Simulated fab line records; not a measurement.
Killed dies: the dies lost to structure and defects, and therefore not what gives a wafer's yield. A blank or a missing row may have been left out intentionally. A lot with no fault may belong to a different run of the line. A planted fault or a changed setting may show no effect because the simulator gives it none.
A struck lot beside a sound one / flow nand-harc / 14 out of 1302 route steps
Sound: wafers L409.1, L409.2, L409.3. Struck: wafer L403.3 (left out: L403.1, L403.2 of the same lot, which were not struck); the cause appears at the end.
Per side, at each step with rows, come the tool, then ch with its chambers, and then its first start. Under that, the readings that differ: sound wafers / struck wafers / difference of the means / sigmas: that difference in standard deviations of wafers without a fault.
alike: a reading whose means differ by less than 2 such deviations, as well as words and numbers matching on both sides. not compared: withheld readings; readings where some wafer has no value; bounds like >300 that might hide an equal value; numbers whose values overlap and for which the record gives no deviation.
The two part at a step that has a row with sigmas, a row that says differs or no value, or rows on one side only. Numbers that have no deviation but don't overlap get no sigmas and don't part them. Lack of a reading on every wafer of one side parts them only where that side has two or more wafers.

first, 6 steps without rows for these wafers: NHARC_A_STAIRCASE_SOFTBAKE_212 (time 170 s); NHARC_A_STAIRCASE_EBR_213; NHARC_A_STAIRCASE_EXPOSE_214 (exposes mask STAIR 3); NHARC_A_STAIRCASE_PEB_215 (peb time 130 s); NHARC_A_STAIRCASE_DEVELOP_216 (time 140 s); NHARC_A_STAIRCASE_HARDBAKE_218 (time 140 s).
NHARC_A_STAIRCASE_DESCUM_219: chemistry O2, time 3 s.
  sound on rie-diel-01 ch 0,1,2, day 20 12:20; struck on rie-diel-07 ch 2, day 18 22:49
reading=rf-hours-counter-h (h); sound=25 28 24; struck=39; difference=+13; sigmas=
reading=throttle-valve-pct (%); sound=11.305 11.318 11.321; struck=11.333; difference=+0.018; sigmas=+2
  alike: drypump-motor-current-A, oes-product-au, rf-vpp-V, showerhead-plenum-p-Torr
NHARC_A_STAIRCASE_TRIM_220: chemistry O2, time 211.2 s.
  sound on rie-diel-01 ch 0,1,2, day 20 12:24; struck on rie-diel-07 ch 2, day 18 22:55
reading=rf-hours-counter-h (h); sound=28 25 24; struck=39; difference=+13; sigmas=
  alike: drypump-motor-current-A, oes-product-au, rf-vpp-V, showerhead-plenum-p-Torr, throttle-valve-pct
then, 1 step without rows for these wafers: NHARC_A_STAIRCASE_ETCH_221 (etches the open film in C4F8/O2, target depth 100 nm, time 40.5 s).
NHARC_A_STAIRCASE_TRIM_222: chemistry O2, time 211.2 s.
  sound: rie-diel-01 ch 0,1,3; struck: rie-diel-07 ch 0
reading=rf-hours-counter-h (h); sound=31 29 26; struck=44; difference=+15; sigmas=
  alike: drypump-motor-current-A, oes-product-au, rf-vpp-V, showerhead-plenum-p-Torr, throttle-valve-pct
NHARC_A_STAIRCASE_ETCH_223: etches the open film in C4F8/O2, target depth 100 nm, time 40.5 s.
  sound: rie-diel-01 ch 0,1,3; struck: rie-diel-07 ch 0
reading=rf-hours-counter-h (h); sound=31 26 29; struck=44; difference=+15; sigmas=
  alike: oes-product-au, rf-vpp-V
NHARC_A_STAIRCASE_TRIM_224: chemistry O2, time 211.2 s.
  sound on rie-diel-01 ch 0,1,3, day 20 15:52; struck on rie-diel-07 ch 1, day 18 23:22
reading=oes-product-au (a.u.); sound=1.010 0.996 1.007; struck=1.194; difference=+0.190; sigmas=+19
reading=rf-hours-counter-h (h); sound=31 29 26; struck=42; difference=+13; sigmas=
reading=showerhead-plenum-p-Torr (Torr); sound=3.35 3.56 3.40; struck=3.75; difference=+0.31; sigmas=+2
  alike: drypump-motor-current-A, rf-vpp-V, throttle-valve-pct
NHARC_A_STAIRCASE_ETCH_225: etches the open film in C4F8/O2, target depth 100 nm, time 40.5 s.
  sound: rie-diel-01 ch 1,2,3; struck: rie-diel-07 ch 3
reading=rf-hours-counter-h (h); sound=29 32 31; struck=45; difference=+14; sigmas=
  alike: oes-product-au, rf-vpp-V
-- the record jumps here: 9 days lie between the struck wafers' starts before and after (it left off in module A_STAIRCASE and takes up again in module END, whose first step shown is number 1302 of the route) --
NHARC_END_SORT_01:
  the record has rows for the struck wafers here (prober-01 ch 0, day 27 17:01) and none for the sound ones

WHERE THEY PART
Last at NHARC_END_SORT_01 as far as this record goes, first at NHARC_A_STAIRCASE_DESCUM_219.

WHY: what the simulator had put in
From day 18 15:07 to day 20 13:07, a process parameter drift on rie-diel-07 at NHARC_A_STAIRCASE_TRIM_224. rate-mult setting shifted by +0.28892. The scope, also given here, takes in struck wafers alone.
